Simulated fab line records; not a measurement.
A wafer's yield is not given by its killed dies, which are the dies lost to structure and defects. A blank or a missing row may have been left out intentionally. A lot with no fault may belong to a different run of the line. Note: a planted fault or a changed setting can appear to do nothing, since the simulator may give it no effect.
What tool caused it?    flow n5-finfet    28 wafers from 10 lots sampled at 5 of the route's 1938 steps

== WHAT EACH GAUGE READ, for each wafer ==
N5_BEOL_M0_SAQP_INSPECT_42: inspects for defects (brightfield). Usual: raw-defect-count 273, standard deviation 77.
lot   measured      on                 raw-defect-count  flag
L160  day 5 18:43   defect-inspect-01  219 241 253       
L161  day 5 23:04   defect-inspect-02  199 328 210       
L163  day 6 10:32   defect-inspect-02  450 274 282       
L164  day 6 16:22   defect-inspect-01  177 176 359       
L166  day 7 07:34   defect-inspect-02  231 265 315       
L177  day 9 20:08   defect-inspect-01  302 527           
L178  day 10 08:26  defect-inspect-01  196 150           
L179  day 10 11:27  defect-inspect-02  378 285 342       
L182  day 11 05:11  defect-inspect-02  261 230 268       
L183  day 11 08:13  defect-inspect-01  274 219 293       

N5_BEOL_M4_RC_MEAS_101. Usual: DIBL_N 36.4 mV/V, standard deviation 1.5; DIBL_P 36.6 mV/V, standard deviation 1.9; IOFF_N 0.155 nA/um, standard deviation 0.021; IOFF_P 0.211 nA/um, standard deviation 0.028; ION_N 671 uA/um, standard deviation 8.6; ION_P 462 uA/um, standard deviation 5.8; SS_N 71.5 mV/dec, standard deviation 0.5; SS_P 73.4 mV/dec, standard deviation 0.58; VT_N 250.1 mV, standard deviation 2.4; VT_P -250.1 mV, standard deviation 3.
lot   measured      on         DIBL_N (mV/V)   DIBL_P (mV/V)   IOFF_N (nA/um)     IOFF_P (nA/um)     ION_N (uA/um)  ION_P (uA/um)  SS_N (mV/dec)   SS_P (mV/dec)   VT_N (mV)          VT_P (mV)             flag
L160  day 7 23:52   prober-02  35.7 35.3 35.8  35.0 35.4 34.5  0.134 0.138 0.142  0.193 0.200 0.189  674 667 685    457 464 461    71.2 71.4 71.5  72.5 72.0 72.8  250.6 248.9 250.2  -250.8 -251.9 -252.8  
L161  day 8 08:29   prober-01  35.7 36.7 35.8  35.7 36.6 35.5  0.152 0.157 0.149  0.207 0.215 0.198  677 676 664    464 468 460    71.3 71.8 71.7  73.3 73.8 74.5  249.9 249.4 251.1  -250.3 -251.7 -249.5  
L163  day 8 18:28   prober-01  37.2 38.2 34.9  39.2 39.4 36.1  0.161 0.176 0.127  0.217 0.220 0.173  673 674 660    462 460 453    71.3 72.0 71.1  73.6 73.9 72.8  252.4 250.6 256.3  -251.4 -250.6 -252.3  
L164  day 8 18:59   prober-02  35.9 34.8 36.2  35.7 34.6 35.7  0.146 0.130 0.145  0.173 0.158 0.171  668 665 664    450 448 456    71.1 70.9 70.9  73.6 73.4 73.4  250.3 251.9 248.6  -254.6 -256.9 -255.1  
L166  day 9 15:51   prober-02  36.5 34.8 36.1  36.7 33.9 36.1  0.155 0.126 0.144  0.208 0.179 0.205  673 664 669    460 459 462    71.6 71.2 71.3  73.4 72.0 73.7  250.9 250.4 252.1  -250.0 -253.1 -252.4  
L177  day 12 05:17  prober-01  37.3 37.6       37.3 37.9       0.157 0.167        0.215 0.225        661 669        459 466        72.3 71.7       73.1 73.4       250.2 250.1        -250.8 -247.8         
L178  day 12 14:07  prober-02  34.9 35.9       37.0 38.0       0.152 0.169        0.204 0.232        670 677        466 467        71.0 71.0       72.7 73.0       250.4 249.7        -249.4 -247.9         
L179  day 12 16:26  prober-01  36.9 37.9 37.3  37.3 38.5 37.8  0.160 0.186 0.171  0.221 0.218 0.209  665 686 677    459 461 460    71.8 71.9 71.3  73.4 73.7 73.5  252.5 247.3 247.6  -247.9 -250.5 -250.5  
L182  day 13 09:25  prober-01  32.6 34.9 34.2  33.7 35.5 34.8  0.128 0.152 0.143  0.168 0.209 0.188  670 677 679    469 471 467    71.4 71.3 71.7  72.8 73.7 73.1  252.5 249.9 251.6  -250.6 -246.6 -253.1  
L183  day 13 20:34  prober-02  37.5 36.8 38.2  37.3 37.3 38.1  0.160 0.155 0.175  0.168 0.173 0.183  675 675 691    452 458 461    72.1 70.9 71.8  73.6 73.6 73.1  248.8 248.2 247.3  -257.4 -256.5 -256.1  

== WHAT TOOL EACH LOT RAN ON (gives the tool, then ch and the chambers of the sampled wafers, and finally the start) ==
lot   N5_BEOL_M0_SAQP_STRIP_108           N5_BEOL_M0_SAQP_RECESS_109          N5_BEOL_M0_SAQP_ETCH_73
L160  rie-diel-02 ch 0,2,3, day 5 17:19   vapor-etch-02 ch 0,1, day 5 17:23   rie-diel-02 ch 0,2,3, day 5 18:53
L161  rie-diel-02 ch 0,1,2, day 5 21:36   vapor-etch-02 ch 0,1, day 5 21:40   rie-diel-02 ch 0,2,3, day 5 23:10
L163  rie-diel-05 ch 0,2,3, day 6 09:04   vapor-etch-02 ch 0,1, day 6 09:08   rie-diel-02 ch 0,1,3, day 6 11:02
L164  rie-diel-05 ch 0,2,3, day 6 14:54   vapor-etch-01 ch 0,1, day 6 14:58   rie-diel-05 ch 1,2,3, day 6 16:28
L166  rie-diel-02 ch 2,3, day 7 05:58     vapor-etch-01 ch 0,1, day 7 06:01   rie-diel-03 ch 0,3, day 7 07:40
L177  rie-diel-05 ch 0,1, day 9 18:41     vapor-etch-01 ch 0,1, day 9 18:49   rie-diel-02 ch 0,1, day 9 20:14
L178  rie-diel-05 ch 0,2, day 10 06:58    vapor-etch-01 ch 0,1, day 10 07:01  rie-diel-02 ch 1,2, day 10 08:31
L179  rie-diel-03 ch 0,2,3, day 10 09:59  vapor-etch-02 ch 0,1, day 10 10:02  rie-diel-02 ch 0,1,2, day 10 11:32
L182  rie-diel-05 ch 1,2, day 11 03:50    vapor-etch-02 ch 0,1, day 11 03:54  rie-diel-03 ch 0,2, day 11 05:16
L183  rie-diel-05 ch 1,3, day 11 06:51    vapor-etch-02 ch 0,1, day 11 06:57  rie-diel-05 ch 1,3, day 11 08:37
- N5_BEOL_M0_SAQP_STRIP_108: strips in N2/H2.
- N5_BEOL_M0_SAQP_RECESS_109: chemistry HF/NH3, target SiO2, target depth 3 nm, afs cycles 1, sublimation time 60 s.
- N5_BEOL_M0_SAQP_ETCH_73: etches SiARC in CF4, target depth 19.5 nm, time 32.5 s.

== WHAT THE TOOLS THEMSELVES READ (means of the sampled wafers that have a number; where no wafer has one, the mark that the record gives instead) ==
N5_BEOL_M0_SAQP_STRIP_108. Usual: drypump-motor-current-A 5.7 A, standard deviation 0.5; oes-product-au 0.76 a.u., standard deviation 0.083; rf-vpp-V 121.9 V, standard deviation 1; showerhead-plenum-p-Torr 3.36 Torr, standard deviation 0.11; throttle-valve-pct 18.9 %, standard deviation 0.37.
lot   tool         drypump-motor-current-A (A)  oes-product-au (a.u.)  rf-vpp-V (V)  showerhead-plenum-p-Torr (Torr)  throttle-valve-pct (%)  flag
L160  rie-diel-02  5.6                          0.84                   121.7         3.47                             18.5                    
L161  rie-diel-02  5.5                          0.90                   123.0         3.45                             18.6                    
L163  rie-diel-05  6.1                          0.72                   122.0         3.25                             19.1                    
L164  rie-diel-05  6.1                          0.72                   121.1         3.25                             19.1                    
L166  rie-diel-02  5.4                          0.76                   122.0         3.40                             19.0                    
L177  rie-diel-05  5.7                          0.70                   122.0         3.38                             19.1                    
L178  rie-diel-05  6.5                          0.68                   122.1         3.25                             19.2                    
L179  rie-diel-03  5.2                          0.81                   122.0         3.38                             18.9                    
L182  rie-diel-05  5.9                          0.68                   121.4         3.27                             19.2                    
L183  rie-diel-05  5.2                          0.71                   121.4         3.37                             19.0                    

N5_BEOL_M0_SAQP_RECESS_109. Usual: drypump-motor-current-A 5.7 A, standard deviation 0.33.
lot   tool           drypump-motor-current-A (A)  flag
L160  vapor-etch-02  5.5                          
L161  vapor-etch-02  5.5                          
L163  vapor-etch-02  5.5                          
L164  vapor-etch-01  6.1                          
L166  vapor-etch-01  6.2                          
L177  vapor-etch-01  6.1                          
L178  vapor-etch-01  6.0                          
L179  vapor-etch-02  5.5                          
L182  vapor-etch-02  5.5                          
L183  vapor-etch-02  5.5                          

N5_BEOL_M0_SAQP_ETCH_73. Usual: drypump-motor-current-A 5.6 A, standard deviation 0.42; etch-rf-on-time-s 32.5 s, standard deviation 0.46; oes-product-au 0.67 a.u., standard deviation 0.069; rf-vpp-V 184.2 V, standard deviation 1.1; showerhead-plenum-p-Torr 2.16 Torr, standard deviation 0.065; throttle-valve-pct 15.57 %, standard deviation 0.26.
lot   tool         drypump-motor-current-A (A)  etch-rf-on-time-s (s)  oes-product-au (a.u.)  rf-vpp-V (V)  showerhead-plenum-p-Torr (Torr)  throttle-valve-pct (%)  flag
L160  rie-diel-02  5.6                          32.5                   0.71                   183.9         2.21                             15.46                   
L161  rie-diel-02  5.6                          32.2                   0.72                   185.2         2.21                             15.45                   
L163  rie-diel-02  5.7                          32.5                   0.74                   185.1         2.23                             15.32                   
L164  rie-diel-05  5.6                          32.4                   0.63                   183.5         2.10                             15.70                   
L166  rie-diel-03  5.4                          32.6                   0.64                   184.1         2.14                             15.56                   
L177  rie-diel-02  5.7                          28.1                   0.82                   183.9         2.21                             15.20                   OFF
L178  rie-diel-02  5.3                          27.5                   0.76                   184.8         2.15                             15.54                   OFF
L179  rie-diel-02  5.5                          29.1                   0.76                   184.3         2.19                             15.39                   OFF
L182  rie-diel-03  5.3                          32.3                   0.71                   184.9         2.16                             15.50                   
L183  rie-diel-05  5.2                          32.9                   0.60                   183.2         2.14                             15.62                   

== THE ANSWER, worked out from the rows above alone ==
Rule: a lot counts as off when the mean over its wafers that have a number is more than 3 standard deviations away from the usual mean. A lot without any number at a reading at which 4 lots or more have one is off too. All remaining lots with rows at the step are treated as sound. Order of review: gauges by route order, followed by the tools' own readings, for which a lot's mean as printed above is used. The first step at which some lot is off is used, and at that step the reading that is off furthest; a lot without a number counts as furthest.
Off, at N5_BEOL_M0_SAQP_ETCH_73 on etch-rf-on-time-s: L177, L178, L179.
A tool fits if, at that step or a process step before it, it ran every lot that is off, and no sound lot after the first of them. One candidate fits, namely rie-diel-02 at N5_BEOL_M0_SAQP_ETCH_73. A fault onset in the window from L163 (day 6 11:02, its last sound lot) to L177 (day 9 20:14, its first lot off) fits.
The tool's own readings at N5_BEOL_M0_SAQP_ETCH_73 bear it out: on the lots that are off they differ by more than 5 times the standard deviation of the sound lots' means. etch-rf-on-time-s reads 28.2 s there against 32.5 s on the sound lots.

== WHAT THE SIMULATOR PUT IN ==
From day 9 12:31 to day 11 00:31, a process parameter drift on rie-diel-02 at N5_BEOL_M0_SAQP_ETCH_73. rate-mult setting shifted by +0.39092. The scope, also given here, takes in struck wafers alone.
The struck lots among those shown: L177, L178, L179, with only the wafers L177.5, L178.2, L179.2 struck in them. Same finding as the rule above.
